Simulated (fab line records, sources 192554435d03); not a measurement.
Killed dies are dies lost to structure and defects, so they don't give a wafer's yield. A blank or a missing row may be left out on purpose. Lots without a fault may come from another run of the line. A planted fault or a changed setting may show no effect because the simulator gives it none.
Chamber matching | flow n5_finfet | N5_BEOL_M8_DESCUM_16 on rie_diel-01: 4 sister chambers
The step chemistry O2, time 7.9 s. 14 wafers are shown with their chamber, then 7 later ones without.

WAFERS WITH THEIR CHAMBER
wafer  | chamber | showerhead_plenum_p_Torr (Torr) | throttle_valve_pct (%) | drypump_motor_current_A (A)
L080.2 | 1       | 2.05                            | 20.36                  | 5.9
L080.3 | 3       | 2.16                            | 21.04                  | 5.2
L080.6 | 2       | 2.18                            | 20.69                  | 6.1
L082.2 | 1       | 2.05                            | 20.37                  | 5.9
L082.3 | 2       | 2.18                            | 20.70                  | 6.0
L082.5 | 1       | 2.05                            | 20.36                  | 5.9
L083.2 | 3       | 2.16                            | 21.05                  | 5.2
L083.3 | 1       | 2.05                            | 20.39                  | 5.9
L083.6 | 0       | 2.02                            | 20.46                  | 5.1
L086.1 | 1       | 2.04                            | 20.37                  | 5.9
L086.3 | 0       | 2.02                            | 20.46                  | 5.2
L086.4 | 3       | 2.16                            | 21.06                  | 5.2
L088.2 | 3       | 2.16                            | 21.07                  | 5.2
L088.3 | 1       | 2.04                            | 20.38                  | 5.9

SIGNATURES (means of the wafers above)
reading                  | chamber 0 | chamber 1 | chamber 2 | chamber 3 | scatter within a chamber
showerhead_plenum_p_Torr | 2.0200    | 2.0467    | 2.1800    | 2.1600    | 0.00365
throttle_valve_pct       | 20.4600   | 20.3717   | 20.6950   | 21.0550   | 0.0111
drypump_motor_current_A  | 5.150     | 5.900     | 6.050     | 5.200     | 0.0316
Rule: a wafer's distance from a chamber is the root of the sum, over the readings, of the square of ((its reading less the chamber's mean) divided by the reading's scatter). The wafer belongs to the nearest chamber; if the next one is less than 2 further off, it can't be placed. The scatter: the root of (the sum of the squares of (reading less its chamber's mean) over the shown wafers, divided by (wafers less chambers)).

WAFERS WITHOUT THEIR CHAMBER
wafer  | showerhead_plenum_p_Torr (Torr) | throttle_valve_pct (%) | drypump_motor_current_A (A)
L088.5 | 2.04                            | 20.38                  | 5.9
L092.1 | 2.02                            | 20.49                  | 5.1
L092.2 | 2.04                            | 20.42                  | 5.9
L092.4 | 2.17                            | 20.72                  | 6.1
L093.3 | 2.04                            | 20.42                  | 5.9
L093.5 | 2.04                            | 20.42                  | 5.9
L093.6 | 2.01                            | 20.49                  | 5.2

WHICH CHAMBER EACH WENT THROUGH
wafer  | from the rows above | in truth
L088.5 | 1                   | 1
L092.1 | 0                   | 0
L092.2 | 1                   | 1
L092.4 | 2                   | 2
L093.3 | 1                   | 1
L093.5 | 1                   | 1
L093.6 | 0                   | 0
Placed correctly: 7 of 7. Can't be placed from these rows: 0. Placed wrongly: 0.
